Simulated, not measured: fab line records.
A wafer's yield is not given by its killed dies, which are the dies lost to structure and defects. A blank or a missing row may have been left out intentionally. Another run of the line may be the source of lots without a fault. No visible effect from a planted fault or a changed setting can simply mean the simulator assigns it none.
fab line records	flow nandHarc
record: lots: 24	wafers: 72	lastDay: 25
route steps=1159 shown P_M0@284 P_M1@303 P_M2@333
lots that met no fault: from a run of the same line without faults
startH: hours from the record's first day to the start of the lot's first wafer shown	waitH: hours since the lot's step before	" repeats the value in the row above	L1.1+2: a single row standing in for several wafers	- no value present, or no start provided	* or withheld: withheld	< > ~ a bound
route shown NAME@n: a module of which the file shows steps, and the number in the route of the first	usual: average and standard deviation across the fault-free wafers	same: alike in all rows	chamber/n: place in a boat	sites: per-site readings	_std_site: the values' standard deviation	_edge_site: inner sites' mean taken away from outer sites' mean	radiusMm: for every site, how far away it sits from the centre of the wafer	mask NAME#n: copy n	behind: the tool/chamber that last shaped the wafer	hold: cause of the lot's hold/its duration in hours/its outcome	device: whichever transistor did not switch (one of n, p or np)	end of line: the same wafers' tests at the end of the route	a step without rows: its recipe alone	killed: dies lost to structure and defects at the first sort, not the wafer's yield	map: per-die view of a wafer (x killed, . not killed, _ where there is no die)
set.NAME: setting as actually run; set.NAME@STEP: the setting as run at that earlier step	model.NAME: the simulator's own value behind a step, which no gauge read
the route's steps for a sample of lots (tables are steps, rows are wafers)
services: a tool's chamber out of use, with start hour (startH, from the record's first day; less than 0 if before it), hours out, and reason
== steps ==
step: NHARC_P_M0_DEP_32
recipe: targetThkA: 300	tempC: 370	targetThkNm: 30	pressureTorr: 3	flowSccm: 200	rfW: 450	material: SiCN
usual: heaterPowerW: 585/82	susceptorTempC: 369.97/0.2
lot.wafer	tool	chamber	startH	waitH	heaterPowerW	susceptorTempC
L074.1	pecvd-04	1	130.49	0.1	600	369.91
L074.2	"	2	"	"	495	370.03
L074.5	"	1	"	"	614	370.02
L075.2	pecvd-04	0	131.03	0.1	678	370.28
L075.1	"	1	"	"	526	369.78
L075.4	"	0	"	"	702	370.45
L076.1	pecvd-02	1	136.26	0.1	520	370.09
L076.6	"	1	"	"	507	370.22
L076.5	"	2	"	"	717	369.57
L077.3	pecvd-02	0	136.96	0.1	430	370.09
L077.1	"	1	"	"	627	369.87
L077.6	"	2	"	"	726	370.15
L079.1	pecvd-01	2	144.69	0.1	633	370.12
L079.6	"	0	"	"	518	369.88
L079.4	"	1	"	"	598	370.23
L078.3	pecvd-02	2	149.53	0.1	755	370.18
L078.5	"	1	"	"	609	370.17
L078.4	"	2	"	"	768	370.19
L081.3	pecvd-04	2	160.05	0.1	515	370.26
L081.2	"	0	"	"	666	369.83
L081.4	"	1	"	"	615	370.28
L082.2	pecvd-01	0	160.10	0.1	619	370.18
L082.3	"	1	"	"	611	370.01
L082.5	"	0	"	"	623	369.75
L080.1	pecvd-04	2	160.80	0.1	567	369.82
L080.5	"	0	"	"	612	369.82
L080.6	"	1	"	"	565	369.99
L083.2	pecvd-02	0	171.75	0.1	472	369.96
L083.3	"	2	"	"	684	369.74
L083.5	"	2	"	"	689	369.95
L084.1	pecvd-02	0	173.29	0.1	493	370.06
L084.6	"	0	"	"	494	370.03
L084.4	"	1	"	"	580	370.08
L086.1	pecvd-02	2	196.13	0.1	662	369.96
L086.6	"	1	"	"	501	370.01
L086.5	"	0	"	"	502	369.58
L085.3	pecvd-02	2	197.35	0.1	628	369.89
L085.2	"	0	"	"	442	369.88
L085.6	"	1	"	"	535	370.08
L087.3	pecvd-02	1	199.32	0.1	547	370.02
L087.1	"	0	"	"	425	369.89
L087.5	"	2	"	"	620	370.08
L088.3	pecvd-01	2	202.22	0.1	591	369.56
L088.6	"	2	"	"	606	369.64
L088.5	"	1	"	"	635	370.53
L089.1	pecvd-04	1	215.93	0.1	603	370.08
L089.3	"	0	"	"	709	369.96
L089.6	"	1	"	"	611	370.18
L090.1	pecvd-02	1	222.94	0.1	530	370.06
L090.2	"	2	"	"	709	369.80
L090.6	"	1	"	"	512	370.16
L091.1	pecvd-02	2	224.11	0.1	734	370.13
L091.3	"	0	"	"	475	369.91
L091.4	"	2	"	"	723	369.84
L093.6	pecvd-04	2	225.71	0.2	494	369.79
L093.5	"	0	"	"	661	369.93
L093.4	"	1	"	"	672	370.13
L092.2	pecvd-04	2	226.49	0.1	577	369.59
L092.4	"	2	"	"	567	369.71
L092.5	"	0	"	"	694	369.86
L095.1	pecvd-02	0	246.19	0.1	449	370.07
L095.2	"	2	"	"	761	369.79
L095.4	"	0	"	"	450	370.16
L094.3	pecvd-04	2	246.68	0.1	488	369.87
L094.4	"	1	"	"	625	369.71
L094.5	"	2	"	"	500	369.95
L096.3	pecvd-02	0	253.79	0.1	500	369.87
L096.6	"	2	"	"	686	370.37
L096.5	"	1	"	"	641	369.90
L097.1	pecvd-02	0	257.53	0.1	476	370.32
L097.6	"	1	"	"	589	369.96
L097.5	"	0	"	"	494	369.63
step: NHARC_P_M1_ETCH_28
recipe: targetDepthA: 300	overEtchFrac: 0.3	timeS: 72.99	ionEnergyEv: 150	cf4FlowSccm: 50	n2FlowSccm: 100	arFlowSccm: 150	rfW: 300	biasW: 100	chemistry: CF4/N2
usual: drypumpMotorCurrentA: 5.8/0.46	mfcArSccm: 150.0/0.43	oesProductAu: 0.999/0.011	rfVppV: 315.3/1.9	showerheadPlenumPTorr: 2.70/0.1	throttleValvePct: 19.794/0.0093
same: overEtchFrac: 0.3	timeS: 72.99
lot.wafer	tool	chamber	startH	waitH	drypumpMotorCurrentA	mfcArSccm	oesProductAu	rfHoursCounterH	rfVppV	showerheadPlenumPTorr	throttleValvePct
L074.1	rieDiel-09	3	-	-	6.1	149.7	1.002	1	313.4	2.57	19.775
L074.2	"	0	"	"	5.7	149.9	1.002	1	317.0	2.82	19.797
L074.5	"	3	"	"	6.0	149.6	1.002	-	312.7	2.57	19.800
L075.2	rieDiel-10	2	-	-	5.3	150.7	0.990	9	316.8	2.68	19.797
L075.1	"	3	"	"	6.1	149.6	1.008	8	313.9	2.63	19.788
L075.4	"	3	"	"	6.1	149.8	1.013	-	314.4	2.63	19.780
L076.1	rieDiel-10	3	-	-	6.1	150.6	1.006	8	314.2	2.63	19.798
L076.6	"	0	"	"	6.4	150.2	1.001	-	315.9	2.76	19.793
L076.5	"	2	"	"	5.3	150.0	0.991	-	316.1	2.67	19.796
L077.3	rieDiel-10	3	-	-	6.1	150.7	1.008	8	311.8	2.63	19.800
L077.1	"	2	"	"	5.3	150.3	0.999	9	314.6	2.68	19.796
L077.6	"	2	"	"	5.3	150.4	0.989	-	314.7	2.68	19.784
L079.1	rieDiel-10	3	-	-	6.0	149.8	0.993	9	314.4	2.63	19.803
L079.4	"	0	"	"	6.3	149.7	0.999	-	316.3	2.76	19.800
L079.6	"	2	"	"	5.3	150.9	0.983	-	314.2	2.68	19.801
L078.3	rieDiel-10	1	-	-	5.9	150.0	0.977	8	312.4	2.48	19.792
L078.4	"	3	"	"	6.1	149.9	1.001	9	314.4	2.63	19.800
L078.5	"	1	"	"	5.9	150.0	0.979	-	312.0	2.48	19.796
L081.2	rieDiel-05	3	-	-	5.2	149.8	1.003	14	316.5	2.77	19.792
L081.3	"	0	"	"	5.5	149.8	1.014	13	314.1	2.69	19.778
L081.4	"	2	"	"	5.1	150.0	1.000	-	317.2	2.80	19.799
L082.3	rieDiel-10	3	-	-	6.1	149.6	1.006	9	316.0	2.63	19.786
L082.2	"	2	"	"	5.3	150.4	0.997	10	314.9	2.68	19.787
L082.5	"	0	"	"	6.3	150.4	0.990	-	317.0	2.76	19.796
L080.1	rieDiel-05	0	-	-	5.5	149.7	1.004	13	316.0	2.69	19.811
L080.5	"	0	"	"	5.5	150.1	1.013	-	315.9	2.69	19.783
L080.6	"	2	"	"	5.1	149.9	0.996	-	316.5	2.80	19.806
L083.3	rieDiel-10	2	-	-	5.3	150.0	1.001	11	314.7	2.68	19.783
L083.2	"	0	"	"	6.3	149.5	1.003	10	315.9	2.76	19.810
L083.5	"	2	"	"	5.3	149.7	0.999	-	315.4	2.67	19.780
L084.1	rieDiel-10	1	-	-	5.9	149.6	0.979	9	310.8	2.48	19.799
L084.4	"	2	"	"	5.3	150.3	1.006	11	315.0	2.67	19.796
L084.6	"	0	"	"	6.3	149.7	1.008	-	318.3	2.76	19.806
L086.1	rieDiel-09	1	-	-	5.3	150.1	1.006	3	315.5	2.78	19.789
L086.5	"	2	"	"	6.5	149.6	0.998	-	316.2	2.81	19.807
L086.6	"	3	"	"	6.0	150.7	1.018	-	313.0	2.57	19.783
L085.3	rieDiel-09	2	-	-	6.5	149.7	0.984	3	317.0	2.81	19.810
L085.2	"	0	"	"	5.6	150.3	1.014	3	316.0	2.82	19.800
L085.6	"	1	"	"	5.2	150.7	1.013	-	318.3	2.78	19.781
L087.1	rieDiel-05	1	-	-	5.3	150.0	1.009	2	312.3	2.52	19.801
L087.3	"	2	"	"	5.1	149.8	0.996	3	316.5	2.79	19.794
L087.5	"	1	"	"	5.3	149.4	1.010	-	312.9	2.52	19.782
L088.3	rieDiel-09	1	-	-	5.2	150.0	1.010	3	316.9	2.78	19.801
L088.5	"	1	"	"	5.3	150.6	1.004	-	317.2	2.78	19.797
L088.6	"	2	"	"	6.5	150.5	0.982	-	317.3	2.81	19.789
L089.1	rieDiel-09	2	-	-	6.5	150.4	0.990	4	317.3	2.81	19.824
L089.3	"	3	"	"	6.0	150.3	1.010	3	312.2	2.57	19.808
L089.6	"	1	"	"	5.2	150.1	1.019	-	316.0	2.78	19.787
L090.2	rieDiel-10	2	-	-	5.3	149.7	0.984	3	315.4	2.67	19.806
L090.1	"	1	"	"	5.9	149.6	0.978	3	311.6	2.48	19.790
L090.6	"	1	"	"	5.9	149.9	0.984	-	311.5	2.48	19.802
L091.4	rieDiel-09	1	-	-	5.2	149.5	1.004	4	317.6	2.78	19.803
L091.3	"	2	"	"	6.5	149.9	0.982	4	318.1	2.81	19.797
L091.1	"	0	"	"	5.7	149.2	1.000	3	315.7	2.82	19.805
L093.4	rieDiel-09	3	-	-	6.0	149.8	1.003	4	313.4	2.57	19.802
L093.6	"	0	"	"	5.7	149.7	1.010	-	316.9	2.82	19.788
L093.5	"	1	"	"	5.3	150.0	1.001	-	317.6	2.78	19.788
L092.4	rieDiel-09	0	-	-	5.6	149.9	1.008	4	317.8	2.82	19.791
L092.2	"	2	"	"	6.5	150.0	0.997	4	318.0	2.81	19.795
L092.5	"	3	"	"	6.0	150.1	1.010	-	313.4	2.57	19.797
L095.4	rieDiel-10	2	-	-	5.3	149.3	0.991	5	314.3	2.67	19.790
L095.2	"	3	"	"	6.1	149.6	1.004	2	313.7	2.63	19.793
L095.1	"	1	"	"	5.9	150.2	0.982	5	310.5	2.48	19.791
L094.4	rieDiel-05	0	-	-	5.5	149.2	1.002	2	316.7	2.69	19.788
L094.3	"	2	"	"	5.1	150.6	0.992	3	317.2	2.79	19.795
L094.5	"	1	"	"	5.3	150.1	1.003	-	311.6	2.52	19.797
L096.3	rieDiel-10	0	-	-	6.3	150.2	1.003	5	318.0	2.76	19.793
L096.5	"	2	"	"	5.3	149.5	1.007	-	314.8	2.67	19.793
L096.6	"	3	"	"	6.0	149.9	0.999	-	314.6	2.63	19.797
L097.1	rieDiel-10	0	-	-	6.3	149.3	1.005	5	315.7	2.76	19.803
L097.6	"	3	"	"	6.0	149.6	1.001	-	315.0	2.63	19.798
L097.5	"	0	"	"	6.3	149.0	1.004	-	314.9	2.76	19.791
step: NHARC_P_M1_PRE_CLEAN_30
recipe: timeS: 30	tempC: 280	gas: H2/He
usual: heaterPowerW: 419/40	susceptorTempC: 280.02/0.2
same: timeS: 30
lot.wafer	tool	chamber	startH	waitH	heaterPowerW	susceptorTempC
L074.1	pvdSputter-03	-	-	-	437	279.66
L074.2	"	-	"	"	404	280.29
L074.5	"	-	"	"	459	280.35
L075.1	pvdSputter-01	-	-	-	360	280.15
L075.4	"	-	"	"	365	279.99
L075.2	"	-	"	"	479	280.18
L076.1	pvdSputter-01	-	-	-	359	280.16
L076.5	"	-	"	"	376	280.15
L076.6	"	-	"	"	504	279.53
L077.1	pvdSputter-03	-	-	-	411	279.79
L077.3	"	-	"	"	450	280.00
L077.6	"	-	"	"	396	279.95
L079.4	pvdSputter-03	-	-	-	448	279.85
L079.1	"	-	"	"	406	280.07
L079.6	"	-	"	"	439	279.77
L078.4	pvdSputter-02	-	-	-	473	-
L078.3	"	-	"	"	375	-
L078.5	"	-	"	"	473	-
L081.4	pvdSputter-03	-	-	-	457	-
L081.2	"	-	"	"	397	-
L081.3	"	-	"	"	408	-
L082.2	pvdSputter-02	-	-	-	388	280.06
L082.3	"	-	"	"	492	279.72
L082.5	"	-	"	"	416	280.12
L080.1	pvdSputter-02	-	-	-	475	279.63
L080.6	"	-	"	"	391	280.09
L080.5	"	-	"	"	398	280.21
L083.2	pvdSputter-03	-	-	-	405	280.25
L083.3	"	-	"	"	461	280.09
L083.5	"	-	"	"	402	280.27
L084.4	pvdSputter-01	-	-	-	367	279.98
L084.1	"	-	"	"	381	279.96
L084.6	"	-	"	"	370	279.76
L086.1	pvdSputter-03	-	-	-	405	279.97
L086.5	"	-	"	"	459	279.86
L086.6	"	-	"	"	452	279.92
L085.2	pvdSputter-01	-	-	-	377	280.12
L085.3	"	-	"	"	502	280.24
L085.6	"	-	"	"	399	279.54
L087.3	pvdSputter-01	-	-	-	394	279.91
L087.1	"	-	"	"	480	280.20
L087.5	"	-	"	"	373	280.25
L088.3	pvdSputter-03	-	-	-	408	279.94
L088.5	"	-	"	"	390	280.17
L088.6	"	-	"	"	455	280.41
L089.3	pvdSputter-01	-	-	-	499	280.09
L089.1	"	-	"	"	403	279.86
L089.6	"	-	"	"	380	280.07
L090.1	pvdSputter-02	-	-	-	423	279.99
L090.2	"	-	"	"	454	280.23
L090.6	"	-	"	"	418	280.03
L091.1	pvdSputter-03	-	-	-	461	279.67
L091.3	"	-	"	"	401	280.12
L091.4	"	-	"	"	403	280.16
L093.4	pvdSputter-02	-	-	-	410	279.93
L093.5	"	-	"	"	358	279.74
L093.6	"	-	"	"	417	280.09
L092.2	pvdSputter-03	-	-	-	404	280.11
L092.4	"	-	"	"	459	279.91
L092.5	"	-	"	"	413	280.18
L095.1	pvdSputter-03	-	-	-	398	279.96
L095.4	"	-	"	"	401	279.66
L095.2	"	-	"	"	460	279.97
L094.4	pvdSputter-01	-	-	-	484	-
L094.3	"	-	"	"	401	-
L094.5	"	-	"	"	501	-
L096.3	pvdSputter-01	-	-	-	365	280.21
L096.5	"	-	"	"	401	280.18
L096.6	"	-	"	"	384	279.92
L097.1	pvdSputter-02	-	-	-	451	-
L097.6	"	-	"	"	430	-
L097.5	"	-	"	"	464	-
step: NHARC_P_M1_CMP_23
recipe: tOverpolishS: 20	targetThkNm: 157.82
usual: motorCurrentA: 12.4/1.3	retainingRingPressureFrac: 0.999/0.0048	timeToEndpointS: 28.9/2.3
lot.wafer	tool	chamber	startH	waitH	motorCurrentA	retainingRingPressureFrac	timeToEndpointS
L074.1	cmp-01	3	134.04	-	11.2	0.999	25.6
L074.2	"	1	"	"	12.4	1.007	29.0
L074.5	"	3	"	"	11.1	1.002	26.9
L075.4	cmp-04	2	134.55	-	10.7	0.995	28.3
L075.1	"	3	"	"	11.5	0.995	26.3
L075.2	"	0	"	"	13.2	1.000	31.0
L076.1	cmp-02	3	139.95	-	12.7	1.000	29.2
L076.5	"	0	"	"	11.8	1.005	27.5
L076.6	"	1	"	"	13.8	0.990	27.0
L077.3	cmp-04	0	140.63	-	12.6	0.994	31.1
L077.1	"	2	"	"	9.9	1.002	28.7
L077.6	"	3	"	"	11.6	0.991	29.1
L079.4	cmp-01	1	148.50	-	12.2	0.996	29.6
L079.1	"	3	"	"	10.8	1.002	26.8
L079.6	"	1	"	"	12.6	1.000	29.2
L078.4	cmp-01	3	153.06	-	11.2	0.998	29.7
L078.3	"	2	"	"	11.3	1.001	29.4
L078.5	"	3	"	"	11.3	1.003	27.9
L081.4	cmp-02	2	163.63	-	12.2	0.996	31.2
L081.2	"	3	"	"	12.7	1.000	28.3
L081.3	"	0	"	"	11.9	1.006	27.0
L082.2	cmp-01	1	163.99	-	11.6	0.999	26.9
L082.3	"	2	"	"	11.7	0.998	28.7
L082.5	"	0	"	"	14.7	1.000	30.3
L080.1	cmp-02	3	164.43	-	12.0	1.000	25.0
L080.6	"	3	"	"	12.9	1.000	28.2
L080.5	"	0	"	"	12.1	1.003	24.2
L083.3	cmp-04	1	175.24	-	12.4	1.001	26.7
L083.2	"	2	"	"	10.3	0.994	26.2
L083.5	"	1	"	"	12.3	1.001	26.8
L084.1	cmp-01	3	176.73	-	10.9	0.995	29.8
L084.4	"	1	"	"	11.6	1.005	30.5
L084.6	"	0	"	"	15.1	1.002	32.4
L086.1	cmp-01	0	199.70	-	15.2	0.993	30.4
L086.6	"	2	"	"	11.0	0.998	30.6
L086.5	"	3	"	"	11.0	1.004	28.9
L085.3	cmp-04	0	200.94	-	13.5	0.992	29.5
L085.2	"	2	"	"	10.6	1.003	24.7
L085.6	"	0	"	"	12.4	1.007	28.9
L087.3	cmp-02	1	202.98	-	13.6	0.997	25.4
L087.1	"	3	"	"	12.6	0.999	27.2
L087.5	"	0	"	"	12.1	0.997	25.8
L088.3	cmp-02	1	206.15	-	14.0	1.003	27.5
L088.6	"	2	"	"	12.1	0.999	32.2
L088.5	"	3	"	"	12.7	1.001	30.3
L089.3	cmp-04	0	219.45	-	13.1	0.992	31.2
L089.1	"	1	"	"	12.3	1.006	30.3
L089.6	"	3	"	"	11.1	0.998	29.6
L090.2	cmp-02	0	226.59	-	12.3	0.995	28.7
L090.1	"	2	"	"	11.7	0.989	33.4
L090.6	"	0	"	"	12.6	1.000	29.4
L091.3	cmp-04	2	227.51	-	10.9	1.006	26.1
L091.1	"	3	"	"	11.0	1.007	24.9
L091.4	"	1	"	"	12.4	1.003	23.3
L093.4	cmp-01	2	229.26	-	10.8	1.003	26.5
L093.6	"	3	"	"	11.6	1.011	24.2
L093.5	"	0	"	"	14.9	0.994	29.7
L092.2	cmp-01	0	230.14	-	15.1	1.002	30.3
L092.4	"	3	"	"	11.0	0.996	26.2
L092.5	"	0	"	"	15.0	0.997	29.7
L095.4	cmp-02	2	249.76	-	12.3	0.999	32.6
L095.2	"	3	"	"	12.1	0.999	31.4
L095.1	"	0	"	"	12.9	1.005	28.3
L094.4	cmp-01	1	250.14	-	12.5	1.003	27.5
L094.3	"	2	"	"	11.1	0.997	28.0
L094.5	"	0	"	"	15.3	1.000	28.5
L096.3	cmp-02	1	257.42	-	14.2	0.995	30.2
L096.6	"	2	"	"	12.2	1.003	33.0
L096.5	"	3	"	"	13.3	1.003	30.8
L097.1	cmp-02	2	260.99	-	11.9	1.002	33.1
L097.5	"	3	"	"	12.4	1.003	33.5
L097.6	"	0	"	"	12.9	1.006	30.2
step: NHARC_P_M2_ETCH_15
recipe: targetDepthA: 1825	timeS: 91.2	c4f8FlowSccm: withheld	arFlowSccm: 400	rfW: 600	biasW: 300	chemistry: C4F8/Ar
usual: oesProductAu: 0.951/0.022	rfVppV: 441/3.4
same: timeS: 91.2
lot.wafer	tool	chamber	startH	waitH	oesProductAu	rfHoursCounterH	rfVppV
L074.2	rieDiel-03	3	-	-	0.969	3	438
L074.1	"	0	"	"	0.968	3	438
L074.5	"	2	"	"	0.986	-	446
L075.2	rieDiel-02	2	-	-	0.899	30	440
L075.1	"	3	"	"	0.942	27	441
L075.4	"	0	"	"	0.934	29	443
L076.1	rieDiel-03	3	-	-	0.963	3	437
L076.6	"	0	"	"	0.973	-	439
L076.5	"	1	"	"	0.961	-	444
L077.3	rieDiel-03	3	-	-	0.938	3	438
L077.1	"	0	"	"	0.947	3	439
L077.6	"	2	"	"	0.950	-	446
L079.1	rieDiel-03	2	-	-	0.929	3	446
L079.4	"	3	"	"	0.926	3	438
L079.6	"	1	"	"	0.925	-	443
L078.3	rieDiel-03	3	-	-	0.961	4	437
L078.4	"	2	"	"	0.980	3	447
L078.5	"	3	"	"	0.973	-	439
L081.2	rieDiel-02	0	-	-	0.956	0	442
L081.4	"	1	"	"	0.983	0	443
L081.3	"	2	"	"	0.961	0	440
L082.3	rieDiel-04	3	-	-	0.924	15	443
L082.2	"	0	"	"	0.936	13	441
L082.5	"	1	"	"	0.932	-	443
L080.1	rieDiel-03	0	-	-	0.976	5	438
L080.5	"	3	"	"	0.956	-	437
L080.6	"	0	"	"	0.978	-	438
L083.2	rieDiel-03	0	-	-	0.937	5	437
L083.3	"	1	"	"	0.928	4	443
L083.5	"	2	"	"	0.926	-	447
L084.1	rieDiel-03	3	-	-	0.953	5	438
L084.4	"	0	"	"	0.975	5	438
L084.6	"	1	"	"	0.942	-	445
L086.1	rieDiel-03	2	-	-	0.979	5	447
L086.5	"	2	"	"	0.989	-	445
L086.6	"	3	"	"	0.959	-	437
L085.3	rieDiel-03	0	-	-	0.992	6	437
L085.2	"	1	"	"	0.961	6	443
L085.6	"	1	"	"	0.965	-	445
L087.3	rieDiel-03	2	-	-	0.939	5	446
L087.1	"	3	"	"	0.915	6	437
L087.5	"	1	"	"	0.924	-	443
L088.3	rieDiel-03	1	-	-	0.970	6	443
L088.5	"	3	"	"	0.938	-	438
L088.6	"	0	"	"	0.974	-	436
L089.1	rieDiel-02	3	-	-	0.925	11	444
L089.3	"	0	"	"	0.914	11	440
L089.6	"	3	"	"	0.916	-	443
L090.1	rieDiel-03	3	-	-	0.947	0	437
L090.2	"	0	"	"	0.955	0	437
L090.6	"	0	"	"	0.954	-	436
L091.3	rieDiel-04	0	-	-	0.937	37	441
L091.4	"	1	"	"	0.947	42	443
L091.1	"	2	"	"	0.930	42	442
L093.5	rieDiel-03	3	-	-	0.978	-	438
L093.4	"	0	"	"	0.970	-	439
L093.6	"	2	"	"	0.964	-	445
L092.2	rieDiel-03	3	-	-	0.970	1	437
L092.5	"	0	"	"	0.972	-	438
L092.4	"	2	"	"	0.960	-	444
L095.1	rieDiel-03	0	252.72	0.1	0.957	1	437
L095.2	"	3	"	"	0.946	2	438
L095.4	"	3	"	"	0.959	-	437
L094.4	rieDiel-04	0	-	-	0.923	45	442
L094.3	"	2	"	"	0.922	50	442
L094.5	"	3	"	"	0.928	-	440
L096.3	rieDiel-03	1	-	-	0.950	0	444
L096.6	"	0	"	"	0.969	-	438
L096.5	"	1	"	"	0.941	-	444
L097.1	rieDiel-03	3	-	-	0.972	2	437
L097.5	"	0	"	"	0.993	-	436
L097.6	"	1	"	"	0.970	-	443
step: NHARC_P_M2_THK_MEAS_24
recipe: thkMeasGauge: xrf
usual: thkNm: 144.4/1.4
lot.wafer	tool	chamber	startH	waitH	thkNm
L074.1	filmMetro-01	-	138.51	-	144.2
L074.2	"	-	"	"	144.3
L074.5	"	-	"	"	144.0
L075.1	filmMetro-02	-	139.03	-	144.6
L075.2	"	-	"	"	144.4
L075.4	"	-	"	"	142.8
L076.1	filmMetro-02	-	144.31	-	145.8
L076.5	"	-	"	"	145.5
L076.6	"	-	"	"	146.6
L077.1	filmMetro-02	-	145.16	-	145.2
L077.3	"	-	"	"	144.2
L077.6	"	-	"	"	145.1
L079.1	filmMetro-01	-	153.01	-	145.2
L079.4	"	-	"	"	142.9
L079.6	"	-	"	"	142.4
L078.3	filmMetro-01	-	158.18	-	143.2
L078.4	"	-	"	"	142.8
L078.5	"	-	"	"	145.1
L081.2	filmMetro-02	-	168.08	-	143.4
L081.3	"	-	"	"	145.9
L081.4	"	-	"	"	144.2
L082.2	filmMetro-01	-	168.56	-	144.5
L082.3	"	-	"	"	145.2
L082.5	"	-	"	"	145.8
L080.1	filmMetro-01	-	168.90	-	143.8
L080.5	"	-	"	"	147.4
L080.6	"	-	"	"	145.6
L083.2	filmMetro-01	-	180.04	-	145.8
L083.3	"	-	"	"	141.4
L083.5	"	-	"	"	145.3
L084.1	filmMetro-01	-	181.29	-	145.9
L084.4	"	-	"	"	145.1
L084.6	"	-	"	"	145.3
L086.1	filmMetro-02	-	204.15	-	145.5
L086.5	"	-	"	"	143.8
L086.6	"	-	"	"	145.1
L085.2	filmMetro-02	-	205.25	-	144.3
L085.3	"	-	"	"	143.8
L085.6	"	-	"	"	144.9
L087.1	filmMetro-01	-	207.54	-	142.0
L087.3	"	-	"	"	147.5
L087.5	"	-	"	"	142.3
L088.3	filmMetro-01	-	210.59	-	142.0
L088.5	"	-	"	"	143.8
L088.6	"	-	"	"	143.9
L089.1	filmMetro-01	-	224.38	-	147.0
L089.3	"	-	"	"	145.9
L089.6	"	-	"	"	146.2
L090.1	filmMetro-02	-	231.20	-	142.9
L090.2	"	-	"	"	143.2
L090.6	"	-	"	"	144.6
L091.1	filmMetro-01	-	232.20	-	144.4
L091.3	"	-	"	"	147.1
L091.4	"	-	"	"	144.8
L093.4	filmMetro-01	-	233.76	-	143.8
L093.5	"	-	"	"	141.8
L093.6	"	-	"	"	145.4
L092.2	filmMetro-02	-	234.70	-	144.7
L092.4	"	-	"	"	146.2
L092.5	"	-	"	"	144.5
L094.3	filmMetro-01	-	255.15	-	140.7
L094.4	"	-	"	"	141.8
L094.5	"	-	"	"	143.7
L095.1	filmMetro-01	-	255.31	-	144.7
L095.2	"	-	"	"	144.0
L095.4	"	-	"	"	144.9
L096.3	filmMetro-01	-	262.30	-	145.0
L096.5	"	-	"	"	143.5
L096.6	"	-	"	"	144.1
L097.1	filmMetro-01	-	265.32	-	142.5
L097.5	"	-	"	"	143.1
L097.6	"	-	"	"	143.7
== services ==
tool	chamber	startH	hours	kind
pecvd-02	-	113.05	0.7	repair
rieDiel-10	3	119.59	5.8	repair
rieDiel-03	2	120.71	3.7	repair
cmp-02	-	128.63	4.0	pm
rieDiel-10	1	130.79	19.2	repair
pvdSputter-01	-	137.52	0.8	repair
rieDiel-03	2	144.53	4.2	repair
pecvd-02	-	153.07	13.0	pm
pvdSputter-01	-	158.09	10.0	pm
rieDiel-03	1	159.13	3.0	repair
rieDiel-10	-	176.50	9.0	pm
cmp-01	-	179.50	4.0	pm
cmp-02	-	179.76	3.2	repair
pvdSputter-03	-	194.66	1.5	repair
pecvd-04	-	195.18	13.0	pm
pvdSputter-03	-	199.85	2.3	repair
rieDiel-10	3	206.26	4.2	repair
cmp-01	-	212.13	1.0	repair
rieDiel-03	-	215.30	9.0	pm
rieDiel-10	3	216.83	24.6	repair
cmp-02	-	226.76	4.0	pm
rieDiel-10	0	232.81	11.0	repair
rieDiel-03	2	235.27	26.1	repair
rieDiel-03	0	241.72	1.2	repair
== key ==
fault none
